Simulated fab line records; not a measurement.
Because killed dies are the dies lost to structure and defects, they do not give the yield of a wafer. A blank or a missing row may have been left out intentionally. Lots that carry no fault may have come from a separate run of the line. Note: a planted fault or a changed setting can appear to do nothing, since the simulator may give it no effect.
Comparing a struck lot with a sound one    flow nand_harc    17 out of 1159 route steps
Sound: the wafers L988.1, L988.2, L988.3. Struck: wafers L993.1, L993.3, L993.4. The cause is given at the end.
At each step with rows: each side's tool, then ch and its chambers, then its first start. Under that, the readings that differ: sound wafers    struck wafers    difference of the means    sigmas: that difference in standard deviations of wafers without a fault.
alike: same words and numbers on both sides, and readings whose means sit less than 2 such deviations apart. not compared: any withheld reading, any reading some wafer has no value for, any bound like >300 that may hide the same value, and any number with overlapping values for which the record gives no deviation.
A row with sigmas, a row that says differs or no value, or rows on one side alone: a step with any of these is where the two part. Numbers that don't overlap but have no deviation are shown without sigmas and don't part them. A reading missing from all wafers of one side parts the sides only when that side holds two or more wafers.

NHARC_P_GATE_CD_MEAS_46: the cd target is 720 nm.
  sound on cd_sem-03 ch 0, day 5 04:27; struck on cd_sem-02 ch 0, day 6 04:41
  alike: cd_nm
then, 1 step without rows for these wafers: NHARC_P_GATE_HARDBAKE_47 (time 80 s).
NHARC_P_GATE_DESCUM_48: chemistry O2, time 3 s.
  sound on rie_diel-03 ch 0,2,3, day 5 04:37; struck on rie_diel-01 ch 0,1,3, day 6 04:50
reading                 sound     struck    difference  sigmas
rf_hours_counter_h (h)  18 18 18  30 28 30  +11         
  alike: drypump_motor_current_A, oes_product_au, rf_vpp_V, showerhead_plenum_p_Torr, throttle_valve_pct
following that, these wafers have no rows for 1 step: NHARC_P_GATE_IMPLANT_49.
NHARC_P_GATE_STRIP_111: strips in N2/H2, time 250 s.
  sound on plasma_asher-02 ch 0,1, day 5 04:59; struck on plasma_asher-01 ch 0,1, day 6 05:16
reading                      sound        struck       difference  sigmas
drypump_motor_current_A (A)  5.8 5.8 5.8  5.0 5.0 5.2  -0.7        -2
  alike: heater_power_w
  not compared: rf_hours_counter_h
NHARC_P_GATE_STRIP_75: strips in O2.
  sound on plasma_asher-02 ch 0,1, day 5 05:17; struck on plasma_asher-01 ch 0,1, day 6 05:32
reading                      sound        struck       difference  sigmas
drypump_motor_current_A (A)  5.8 5.8 5.8  5.0 5.0 5.2  -0.7        -2
  alike: heater_power_w
  not compared: rf_hours_counter_h
then, 6 steps without rows for these wafers: NHARC_P_GATE_STRIP_50 (strips in SPM, time 900 s); NHARC_P_GATE_DEHYDRATE_51 (time 120 s); NHARC_P_GATE_HMDS_52 (time 30 s); NHARC_P_GATE_COAT_53; NHARC_P_GATE_SOFTBAKE_54 (time 95 s); NHARC_P_GATE_EBR_55.
NHARC_P_GATE_EXPOSE_56: exposes mask P PSD, target cd 720 nm.
  sound on krf_scanner-04 ch 0, day 5 06:03; struck on krf_scanner-03 ch 0, day 6 06:10
reading  sound                    struck                            difference  sigmas
mask     P_PSD#0 P_PSD#0 P_PSD#0  P_PSD_R1#0 P_PSD_R1#0 P_PSD_R1#0  differs     
  alike: focus_offset_nm, stage_vel_mm_s
then, 2 steps without rows for these wafers: NHARC_P_GATE_PEB_57 (peb time 85 s); NHARC_P_GATE_DEVELOP_58 (time 70 s).
NHARC_P_GATE_CD_MEAS_59: the cd target is 720 nm.
  sound on cd_sem-02 ch 0, day 5 06:13; struck on cd_sem-03 ch 0, day 6 06:19
reading     sound              struck             difference  sigmas
cd_nm (nm)  720.8 718.6 719.8  676.8 680.2 681.2  -40.3       -37
then, 1 step without rows for these wafers: NHARC_P_GATE_HARDBAKE_60 (time 80 s).

## WHERE THEY PART
First at NHARC_P_GATE_STRIP_111; last, within this record, at NHARC_P_GATE_CD_MEAS_59.

WHY: whatever the simulator had introduced
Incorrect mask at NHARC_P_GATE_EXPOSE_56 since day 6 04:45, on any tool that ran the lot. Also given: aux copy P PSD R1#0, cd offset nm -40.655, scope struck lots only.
